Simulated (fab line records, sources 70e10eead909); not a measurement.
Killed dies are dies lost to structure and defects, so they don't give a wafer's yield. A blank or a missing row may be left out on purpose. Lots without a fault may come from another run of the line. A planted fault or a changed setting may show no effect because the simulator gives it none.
Chamber matching | flow nand_harc | NHARC_A_STAIRCASE_DESCUM_443 on rie_diel-02: 4 sister chambers
The step chemistry O2, time 3 s. 8 wafers are shown with their chamber, then 11 later ones without.

WAFERS WITH THEIR CHAMBER
wafer  | chamber | showerhead_plenum_p_Torr (Torr) | drypump_motor_current_A (A)
L082.2 | 0       | 1.79                            | 5.6
L085.1 | 1       | 1.95                            | 5.4
L085.5 | 2       | 1.80                            | 5.9
L085.6 | 3       | 2.03                            | 5.3
L088.1 | 1       | 1.94                            | 5.4
L088.3 | 0       | 1.79                            | 5.6
L088.4 | 2       | 1.80                            | 5.9
L089.3 | 3       | 2.02                            | 5.2

WAFERS WITHOUT THEIR CHAMBER
wafer  | showerhead_plenum_p_Torr (Torr) | drypump_motor_current_A (A)
L089.4 | 1.79                            | 5.6
L089.5 | 1.94                            | 5.4
L093.2 | 1.80                            | 5.9
L093.3 | 2.02                            | 5.3
L093.6 | 2.02                            | 5.3
L096.1 | 2.02                            | 5.2
L096.3 | 1.80                            | 6.0
L096.6 | 2.02                            | 5.3
L097.2 | 2.01                            | 5.3
L097.5 | 1.94                            | 5.4
L097.6 | 1.78                            | 5.6

WHICH CHAMBER EACH WENT THROUGH
wafer  | from the rows above | in truth
L089.4 | 0                   | 0
L089.5 | 1                   | 1
L093.2 | 2                   | 2
L093.3 | 3                   | 3
L093.6 | 3                   | 3
L096.1 | 3                   | 3
L096.3 | 2                   | 2
L096.6 | 3                   | 3
L097.2 | 3                   | 3
L097.5 | 1                   | 1
L097.6 | 0                   | 0
Placed correctly: 11 of 11. Can't be placed from these rows: 0. Placed wrongly: 0.
How it was worked out, from the rows above alone: a wafer's distance from a chamber is the root of the sum, over the readings, of the square of ((its reading less the chamber's mean) divided by the reading's scatter). The wafer belongs to the nearest chamber; if the next one is less than 2 further off, it can't be placed. A chamber's mean is the mean of its shown wafers. The scatter: the root of (the sum of the squares of (reading less its chamber's mean) over the shown wafers, divided by (wafers less chambers)).
